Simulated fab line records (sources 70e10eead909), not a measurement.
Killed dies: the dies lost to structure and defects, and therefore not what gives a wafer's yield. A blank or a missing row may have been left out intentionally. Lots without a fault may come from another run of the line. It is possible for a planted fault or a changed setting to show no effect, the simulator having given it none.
Matching of chambers + flow nand harc + 3 sister chambers for NHARC_A_DECK1_JOINT_DEP_16 on pecvd-03
The step deposits SiO2, target thk 45 nm. 3 wafers are shown with their chamber, then 8 later ones without.

## WAFERS PAIRED WITH THEIR CHAMBERS
| wafer  | chamber | showerhead vpp V (V) |
|--------|---------|----------------------|
| L083.2 | 1       | 1891                 |
| L089.4 | 0       | 1727                 |
| L090.4 | 2       | 1821                 |

## WAFERS WITHOUT THEIR CHAMBER
| wafer  | showerhead vpp V (V) |
|--------|----------------------|
| L090.5 | 1738                 |
| L090.6 | 1921                 |
| L093.1 | 1689                 |
| L093.5 | 1737                 |
| L093.6 | 1936                 |
| L097.1 | 1792                 |
| L097.2 | 1943                 |
| L097.6 | 1810                 |

## CHAMBER TAKEN BY EACH
| wafer  | from the rows above     | in truth |
|--------|-------------------------|----------|
| L090.5 | 0                       | 0        |
| L090.6 | 1                       | 1        |
| L093.1 | 0                       | 0        |
| L093.5 | 0                       | 0        |
| L093.6 | 1                       | 1        |
| L097.1 | can't be placed: 2 or 0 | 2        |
| L097.2 | 1                       | 1        |
| L097.6 | 2                       | 2        |
7 of 8 placed correctly. Not placeable from these rows: 1 (in 1, the candidates include the true chamber). Placed wrongly: 0.
How it was worked out, from the rows above alone: a wafer's distance from a chamber is the root of the sum, over the readings, of the square of ((its reading less the chamber's mean) divided by the reading's scatter). The wafer belongs to the nearest chamber; if the next one is less than 2 further off, it can't be placed. A chamber's mean is the mean of its shown wafers. The scatter: root of mean squared gap, hidden wafer to nearest shown wafer, with one shown wafer a chamber.
